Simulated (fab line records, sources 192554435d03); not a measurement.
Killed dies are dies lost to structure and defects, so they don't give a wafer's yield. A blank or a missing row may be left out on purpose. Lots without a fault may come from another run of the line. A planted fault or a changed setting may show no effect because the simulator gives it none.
Which tool did it? | flow n5_finfet | 12 lots, 36 wafers sampled, at 1 step of a route of 1938

WHAT THE GAUGES READ, wafer by wafer
N5_ILD0_INSPECT_06: inspects for defects (darkfield).
lot  | measured    | on                | raw_defect_count
L075 | day 3 21:09 | defect_inspect-01 | 66 42 47
L077 | day 4 10:55 | defect_inspect-01 | 41 25 40
L079 | day 4 22:35 | defect_inspect-02 | 60 67 51
L081 | day 5 10:55 | defect_inspect-01 | 29 28 27
L083 | day 5 21:58 | defect_inspect-01 | 35 22 58
L085 | day 6 11:02 | defect_inspect-01 | 22 19 14
L087 | day 7 02:36 | defect_inspect-01 | 16 21 11
L089 | day 7 11:29 | defect_inspect-01 | 12 30 18
L091 | day 7 21:31 | defect_inspect-02 | 78 63 56
L093 | day 8 11:41 | defect_inspect-01 | 32 33 13
L095 | day 8 22:36 | defect_inspect-02 | 51 106 24
L097 | day 9 11:22 | defect_inspect-02 | 31 12 34

WHICH TOOL RAN EACH LOT (tool, then ch and the chambers of the sampled wafers, then the start)
The record holds no process step before these readings.

THE ANSWER, worked out from the rows above alone
Rule: what is usual is taken from the lots themselves. Put in order of their means at a reading, lots are off if they are a third of the lots or fewer, leave a main group of 4 or more, and stand apart from it by a gap of 3 or more times the standard deviation of the main group's means; of several such gaps the widest counts. A main group whose means are all the same, to the digits that the tables above print for the reading, isn't used. A lot without any number at a reading at which 4 lots or more have one is off too. The other lots that the step has rows for count as sound.
No lot is off at any reading shown: from this, nothing can be told.

WHAT THE SIMULATOR HAD PUT IN
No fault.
